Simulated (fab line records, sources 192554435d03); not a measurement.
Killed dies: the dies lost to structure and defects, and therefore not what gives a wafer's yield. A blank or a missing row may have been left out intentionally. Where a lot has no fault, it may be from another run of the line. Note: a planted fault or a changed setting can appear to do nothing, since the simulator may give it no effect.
Matching of chambers || flow n5Finfet || rieDiel-04 running N5_BEOL_M3_ETCH_74: 4 sister chambers
The step etches underlayer in N2/H2, target depth 6.5 nm, time 5.2 s. 7 wafers are shown with their chamber, then 9 later ones without.

WAFERS WITH THEIR CHAMBER
{"wafer": "L084.1", "chamber": 3, "throttleValvePct (%)": 17.91, "drypumpMotorCurrentA (A)": 6.0}
{"wafer": "L086.1", "chamber": 2, "throttleValvePct (%)": 17.56, "drypumpMotorCurrentA (A)": 5.9}
{"wafer": "L086.4", "chamber": 0, "throttleValvePct (%)": 17.85, "drypumpMotorCurrentA (A)": 5.3}
{"wafer": "L086.6", "chamber": 1, "throttleValvePct (%)": 18.53, "drypumpMotorCurrentA (A)": 5.5}
{"wafer": "L087.1", "chamber": 2, "throttleValvePct (%)": 17.57, "drypumpMotorCurrentA (A)": 5.9}
{"wafer": "L087.4", "chamber": 1, "throttleValvePct (%)": 18.52, "drypumpMotorCurrentA (A)": 5.4}
{"wafer": "L087.5", "chamber": 0, "throttleValvePct (%)": 17.86, "drypumpMotorCurrentA (A)": 5.3}

WAFERS WITH NO CHAMBER GIVEN
{"wafer": "L088.2", "throttleValvePct (%)": 17.85, "drypumpMotorCurrentA (A)": 5.3}
{"wafer": "L088.5", "throttleValvePct (%)": 17.90, "drypumpMotorCurrentA (A)": 6.0}
{"wafer": "L088.6", "throttleValvePct (%)": 17.88, "drypumpMotorCurrentA (A)": 5.3}
{"wafer": "L089.4", "throttleValvePct (%)": 17.87, "drypumpMotorCurrentA (A)": 5.3}
{"wafer": "L089.5", "throttleValvePct (%)": 17.87, "drypumpMotorCurrentA (A)": 5.3}
{"wafer": "L089.6", "throttleValvePct (%)": 18.49, "drypumpMotorCurrentA (A)": 5.5}
{"wafer": "L095.1", "throttleValvePct (%)": 17.90, "drypumpMotorCurrentA (A)": 5.3}
{"wafer": "L095.2", "throttleValvePct (%)": 17.39, "drypumpMotorCurrentA (A)": 6.0}
{"wafer": "L095.4", "throttleValvePct (%)": 17.37, "drypumpMotorCurrentA (A)": 6.1}

EACH ONE'S CHAMBER
{"wafer": "L088.2", "from the rows above": 0, "in truth": 0}
{"wafer": "L088.5", "from the rows above": 3, "in truth": 3}
{"wafer": "L088.6", "from the rows above": 0, "in truth": 0}
{"wafer": "L089.4", "from the rows above": 0, "in truth": 0}
{"wafer": "L089.5", "from the rows above": 0, "in truth": 0}
{"wafer": "L089.6", "from the rows above": 1, "in truth": 1}
{"wafer": "L095.1", "from the rows above": 0, "in truth": 0}
{"wafer": "L095.2", "from the rows above": 2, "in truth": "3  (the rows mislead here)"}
{"wafer": "L095.4", "from the rows above": 2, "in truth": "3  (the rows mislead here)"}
Correctly placed: 7 of 9. From these rows, 0 cannot be placed. 2 placed wrongly.
How it was worked out, from the rows above alone: a wafer's distance from a chamber is the root of the sum, over the readings, of the square of ((its reading less the chamber's mean) divided by the reading's scatter). If the next closest chamber is less than 2 further off than the closest, the wafer can't be placed; otherwise it belongs to the closest. Each chamber's mean is taken over the wafers shown for it. How the scatter is found: for the shown wafers, subtract from each reading the mean of its chamber, square and add these, divide the total by (wafers less chambers), then take the root.
